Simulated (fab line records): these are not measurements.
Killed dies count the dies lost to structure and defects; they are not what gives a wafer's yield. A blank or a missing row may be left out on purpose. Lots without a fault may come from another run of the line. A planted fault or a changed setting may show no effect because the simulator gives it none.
Which tool was responsible? / flow nand_harc / 39 wafers from 13 lots sampled at 4 of the route's 1302 steps

## WHAT EACH GAUGE READ, for each wafer
Not one reading of a measure or inspect step in the record can be checked against a usual standard deviation.

## TOOL THAT RAN EACH LOT (tool first, then ch and the chambers of the sampled wafers, then the start)
lot=L943; NHARC_A_CONTACT_ETCH_135=har_cap_etch-02 ch 0,1, day 22 08:19; NHARC_A_CONTACT_ETCH_92=rie_diel-07 ch 0,3, day 22 09:55; NHARC_A_CONTACT_CMP_20=cmp-03 ch 1,2,3, day 22 12:10; NHARC_A_BLC_SOFTBAKE_05=litho_track-04 ch 0, day 22 12:00
lot=L944; NHARC_A_CONTACT_ETCH_135=har_cap_etch-01 ch 0,1, day 22 12:05; NHARC_A_CONTACT_ETCH_92=rie_diel-07 ch 2,3, day 22 13:40; NHARC_A_CONTACT_CMP_20=cmp-02 ch 1,2, day 22 15:55; NHARC_A_BLC_SOFTBAKE_05=litho_track-04 ch 0, day 22 16:00
lot=L946; NHARC_A_CONTACT_ETCH_135=har_cap_etch-03 ch 0,1, day 23 17:39; NHARC_A_CONTACT_ETCH_92=rie_diel-13 ch 0,2,3, day 23 19:17; NHARC_A_CONTACT_CMP_20=cmp-04 ch 1,2,3, day 23 21:59; NHARC_A_BLC_SOFTBAKE_05=litho_track-04 ch 0, day 23 22:00
lot=L945; NHARC_A_CONTACT_ETCH_135=har_cap_etch-01 ch 0,1, day 23 21:05; NHARC_A_CONTACT_ETCH_92=rie_diel-13 ch 1,2,3, day 23 22:41; NHARC_A_CONTACT_CMP_20=cmp-02 ch 0,1,2, day 24 00:55; NHARC_A_BLC_SOFTBAKE_05=litho_track-06 ch 0, day 24 01:00
lot=L948; NHARC_A_CONTACT_ETCH_135=har_cap_etch-02 ch 0,1, day 24 07:31; NHARC_A_CONTACT_ETCH_92=rie_diel-04 ch 1,2,3, day 24 09:08; NHARC_A_CONTACT_CMP_20=cmp-02 ch 0,1,3, day 24 11:24; NHARC_A_BLC_SOFTBAKE_05=litho_track-06 ch 0, day 24 11:00
lot=L950; NHARC_A_CONTACT_ETCH_135=har_cap_etch-03 ch 0,1, day 25 00:14; NHARC_A_CONTACT_ETCH_92=rie_diel-04 ch 0,3, day 25 01:52; NHARC_A_CONTACT_CMP_20=cmp-03 ch 1,2, day 25 04:55; NHARC_A_BLC_SOFTBAKE_05=litho_track-04 ch 0, day 25 05:00
lot=L949; NHARC_A_CONTACT_ETCH_135=har_cap_etch-01 ch 0,1, day 25 01:22; NHARC_A_CONTACT_ETCH_92=rie_diel-07 ch 0,1,3, day 25 02:54; NHARC_A_CONTACT_CMP_20=cmp-04 ch 1,2, day 25 05:08; NHARC_A_BLC_SOFTBAKE_05=litho_track-06 ch 0, day 25 05:00
lot=L953; NHARC_A_CONTACT_ETCH_135=har_cap_etch-02 ch 0,1, day 26 18:14; NHARC_A_CONTACT_ETCH_92=rie_diel-07 ch 1,2,3, day 26 19:58; NHARC_A_CONTACT_CMP_20=cmp-02 ch 0,3, day 26 22:20; NHARC_A_BLC_SOFTBAKE_05=litho_track-04 ch 0, day 26 22:00
lot=L952; NHARC_A_CONTACT_ETCH_135=har_cap_etch-03 ch 0,1, day 27 01:22; NHARC_A_CONTACT_ETCH_92=rie_diel-07 ch 0,2,3, day 27 03:26; NHARC_A_CONTACT_CMP_20=cmp-02 ch 0,3, day 27 05:42; NHARC_A_BLC_SOFTBAKE_05=litho_track-01 ch 0, day 27 06:00
lot=L954; NHARC_A_CONTACT_ETCH_135=har_cap_etch-02 ch 0,1, day 27 06:50; NHARC_A_CONTACT_ETCH_92=rie_diel-13 ch 0,2, day 27 08:35; NHARC_A_CONTACT_CMP_20=cmp-03 ch 1,2,3, day 27 10:59; NHARC_A_BLC_SOFTBAKE_05=litho_track-04 ch 0, day 27 11:00
lot=L955; NHARC_A_CONTACT_ETCH_135=har_cap_etch-02 ch 0,1, day 28 06:44; NHARC_A_CONTACT_ETCH_92=rie_diel-04 ch 0,3, day 28 08:22; NHARC_A_CONTACT_CMP_20=cmp-04 ch 2,3, day 28 10:46; NHARC_A_BLC_SOFTBAKE_05=litho_track-06 ch 0, day 28 11:00
lot=L965; NHARC_A_CONTACT_ETCH_135=har_cap_etch-03 ch 0,1, day 31 07:13; NHARC_A_CONTACT_ETCH_92=rie_diel-07 ch 0,3, day 31 08:44; NHARC_A_CONTACT_CMP_20=cmp-04 ch 0,1,2, day 31 11:49; NHARC_A_BLC_SOFTBAKE_05=litho_track-06 ch 0, day 31 12:00
lot=L966; NHARC_A_CONTACT_ETCH_135=har_cap_etch-02 ch 0,1, day 31 22:33; NHARC_A_CONTACT_ETCH_92=rie_diel-13 ch 0,1,2, day 32 00:08; NHARC_A_CONTACT_CMP_20=cmp-02 ch 0,2,3, day 32 02:23; NHARC_A_BLC_SOFTBAKE_05=litho_track-06 ch 0, day 32 02:00
- NHARC_A_CONTACT_ETCH_135: etches the open film in C4F8/O2/Ar, time 311 s, target depth 1912 nm.
- NHARC_A_CONTACT_ETCH_92: etches the open film in CH3F/O2, target depth 40 nm, time 85.7 s.
- NHARC_A_CONTACT_CMP_20: polishes, t overpolish 30 s, target thk 300 nm.
- NHARC_A_BLC_SOFTBAKE_05: time 55 s.

## AS READ BY THE TOOLS THEMSELVES (means over the sampled wafers that have a number; for cases with no such wafer, the mark the record gives instead)
NHARC_A_CONTACT_ETCH_92. Usual: drypump_motor_current_A 5.8 A, standard deviation 0.48; oes_product_au 0.94 a.u., standard deviation 0.031; rf_vpp_V 243.6 V, standard deviation 1.5; showerhead_plenum_p_Torr 2.40 Torr, standard deviation 0.091; throttle_valve_pct 20.664 %, standard deviation 0.0098.
lot=L943; tool=rie_diel-07; drypump_motor_current_A (A)=6.3; oes_product_au (a.u.)=0.91; rf_vpp_V (V)=241.3; showerhead_plenum_p_Torr (Torr)=2.32; throttle_valve_pct (%)=20.654; flag=
lot=L944; tool=rie_diel-07; drypump_motor_current_A (A)=6.0; oes_product_au (a.u.)=0.93; rf_vpp_V (V)=244.3; showerhead_plenum_p_Torr (Torr)=2.40; throttle_valve_pct (%)=20.663; flag=
lot=L946; tool=rie_diel-13; drypump_motor_current_A (A)=5.4; oes_product_au (a.u.)=0.93; rf_vpp_V (V)=245.0; showerhead_plenum_p_Torr (Torr)=2.53; throttle_valve_pct (%)=20.667; flag=
lot=L945; tool=rie_diel-13; drypump_motor_current_A (A)=5.9; oes_product_au (a.u.)=0.92; rf_vpp_V (V)=244.6; showerhead_plenum_p_Torr (Torr)=2.47; throttle_valve_pct (%)=20.661; flag=
lot=L948; tool=rie_diel-04; drypump_motor_current_A (A)=5.3; oes_product_au (a.u.)=1.01; rf_vpp_V (V)=243.8; showerhead_plenum_p_Torr (Torr)=2.38; throttle_valve_pct (%)=20.660; flag=
lot=L950; tool=rie_diel-04; drypump_motor_current_A (A)=5.8; oes_product_au (a.u.)=0.92; rf_vpp_V (V)=244.1; showerhead_plenum_p_Torr (Torr)=2.41; throttle_valve_pct (%)=20.668; flag=
lot=L949; tool=rie_diel-07; drypump_motor_current_A (A)=6.1; oes_product_au (a.u.)=0.92; rf_vpp_V (V)=243.2; showerhead_plenum_p_Torr (Torr)=2.36; throttle_valve_pct (%)=20.667; flag=
lot=L953; tool=rie_diel-07; drypump_motor_current_A (A)=5.9; oes_product_au (a.u.)=0.99; rf_vpp_V (V)=243.5; showerhead_plenum_p_Torr (Torr)=2.39; throttle_valve_pct (%)=20.662; flag=
lot=L952; tool=rie_diel-07; drypump_motor_current_A (A)=6.2; oes_product_au (a.u.)=0.91; rf_vpp_V (V)=243.6; showerhead_plenum_p_Torr (Torr)=2.36; throttle_valve_pct (%)=20.659; flag=
lot=L954; tool=rie_diel-13; drypump_motor_current_A (A)=5.0; oes_product_au (a.u.)=0.94; rf_vpp_V (V)=246.3; showerhead_plenum_p_Torr (Torr)=2.56; throttle_valve_pct (%)=20.670; flag=
lot=L955; tool=rie_diel-04; drypump_motor_current_A (A)=5.5; oes_product_au (a.u.)=0.93; rf_vpp_V (V)=243.2; showerhead_plenum_p_Torr (Torr)=2.35; throttle_valve_pct (%)=20.662; flag=
lot=L965; tool=rie_diel-07; drypump_motor_current_A (A)=6.4; oes_product_au (a.u.)=0.91; rf_vpp_V (V)=243.1; showerhead_plenum_p_Torr (Torr)=2.32; throttle_valve_pct (%)=20.657; flag=
lot=L966; tool=rie_diel-13; drypump_motor_current_A (A)=5.6; oes_product_au (a.u.)=0.99; rf_vpp_V (V)=244.9; showerhead_plenum_p_Torr (Torr)=2.48; throttle_valve_pct (%)=20.668; flag=

NHARC_A_CONTACT_CMP_20. Usual: motor_current_A 11.9 A, standard deviation 1.5; overpolish_run_s 30.000 s, standard deviation 0.01; slurry_filter_dp_kPa 13.51 kPa, standard deviation 0.14; time_to_endpoint_s 60 s, standard deviation 4.5.
lot=L943; tool=cmp-03; motor_current_A (A)=12.3; overpolish_run_s (s)=29.997; slurry_filter_dp_kPa (kPa)=13.45; time_to_endpoint_s (s)=61; flag=
lot=L944; tool=cmp-02; motor_current_A (A)=11.9; overpolish_run_s (s)=30.004; slurry_filter_dp_kPa (kPa)=13.54; time_to_endpoint_s (s)=67; flag=
lot=L946; tool=cmp-04; motor_current_A (A)=11.8; overpolish_run_s (s)=30.012; slurry_filter_dp_kPa (kPa)=13.55; time_to_endpoint_s (s)=58; flag=
lot=L945; tool=cmp-02; motor_current_A (A)=11.0; overpolish_run_s (s)=29.995; slurry_filter_dp_kPa (kPa)=13.51; time_to_endpoint_s (s)=65; flag=
lot=L948; tool=cmp-02; motor_current_A (A)=11.7; overpolish_run_s (s)=29.992; slurry_filter_dp_kPa (kPa)=13.53; time_to_endpoint_s (s)=61; flag=
lot=L950; tool=cmp-03; motor_current_A (A)=12.8; overpolish_run_s (s)=30.003; slurry_filter_dp_kPa (kPa)=13.46; time_to_endpoint_s (s)=56; flag=
lot=L949; tool=cmp-04; motor_current_A (A)=12.1; overpolish_run_s (s)=29.994; slurry_filter_dp_kPa (kPa)=13.45; time_to_endpoint_s (s)=60; flag=
lot=L953; tool=cmp-02; motor_current_A (A)=11.2; overpolish_run_s (s)=29.998; slurry_filter_dp_kPa (kPa)=13.52; time_to_endpoint_s (s)=63; flag=
lot=L952; tool=cmp-02; motor_current_A (A)=11.3; overpolish_run_s (s)=30.003; slurry_filter_dp_kPa (kPa)=13.42; time_to_endpoint_s (s)=58; flag=
lot=L954; tool=cmp-03; motor_current_A (A)=12.6; overpolish_run_s (s)=29.991; slurry_filter_dp_kPa (kPa)=13.52; time_to_endpoint_s (s)=58; flag=
lot=L955; tool=cmp-04; motor_current_A (A)=11.6; overpolish_run_s (s)=29.998; slurry_filter_dp_kPa (kPa)=13.67; time_to_endpoint_s (s)=56; flag=
lot=L965; tool=cmp-04; motor_current_A (A)=12.9; overpolish_run_s (s)=29.998; slurry_filter_dp_kPa (kPa)=13.48; time_to_endpoint_s (s)=57; flag=
lot=L966; tool=cmp-02; motor_current_A (A)=10.8; overpolish_run_s (s)=30.000; slurry_filter_dp_kPa (kPa)=13.67; time_to_endpoint_s (s)=62; flag=

NHARC_A_BLC_SOFTBAKE_05. Usual: heater_power_total_W reads 188.44 W (standard deviation 0.14).
lot=L943; tool=litho_track-04; heater_power_total_W (W)=188.43; flag=
lot=L944; tool=litho_track-04; heater_power_total_W (W)=188.44; flag=
lot=L946; tool=litho_track-04; heater_power_total_W (W)=188.32; flag=
lot=L945; tool=litho_track-06; heater_power_total_W (W)=188.46; flag=
lot=L948; tool=litho_track-06; heater_power_total_W (W)=188.45; flag=
lot=L950; tool=litho_track-04; heater_power_total_W (W)=188.35; flag=
lot=L949; tool=litho_track-06; heater_power_total_W (W)=188.44; flag=
lot=L953; tool=litho_track-04; heater_power_total_W (W)=188.34; flag=
lot=L952; tool=litho_track-01; heater_power_total_W (W)=188.35; flag=
lot=L954; tool=litho_track-04; heater_power_total_W (W)=188.30; flag=
lot=L955; tool=litho_track-06; heater_power_total_W (W)=188.35; flag=
lot=L965; tool=litho_track-06; heater_power_total_W (W)=183.39; flag=OFF
lot=L966; tool=litho_track-06; heater_power_total_W (W)=183.25; flag=OFF

## THE ANSWER, worked out from the rows above alone
Rule: a lot counts as off when the mean over its wafers that have a number is more than 3 standard deviations away from the usual mean. A lot without any number at a reading at which 4 lots or more have one is off too. The other lots that the step has rows for count as sound. First the gauges in route order, then the tools' own readings, where a lot's mean is used as printed above. At the first step where some lot is off, the reading lying furthest off is the one used; lots without a number count as furthest.
Off at NHARC_A_BLC_SOFTBAKE_05 (heater_power_total_W): L965, L966.
If a tool, at that step or one of the process steps before it, ran each lot that is off and ran no sound lot following the first of them, it fits. One fits: litho_track-06 at NHARC_A_BLC_SOFTBAKE_05. A fault onset in the window from L955 (day 28 11:00, its last sound lot) to L965 (day 31 12:00, its first lot off) fits.
On the lots that are off, the tool's own readings at NHARC_A_BLC_SOFTBAKE_05 differ by more than 5 times the standard deviation of the sound lots' means, which bears it out; heater_power_total_W reads 183.32 W there versus 188.38 W on the sound lots.

## WHAT THE SIMULATOR PUT IN
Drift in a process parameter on litho_track-06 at NHARC_A_BLC_SOFTBAKE_05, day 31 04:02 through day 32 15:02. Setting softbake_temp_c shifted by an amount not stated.
Struck lots among those shown: L965, L966. This agrees with what the rule above found.
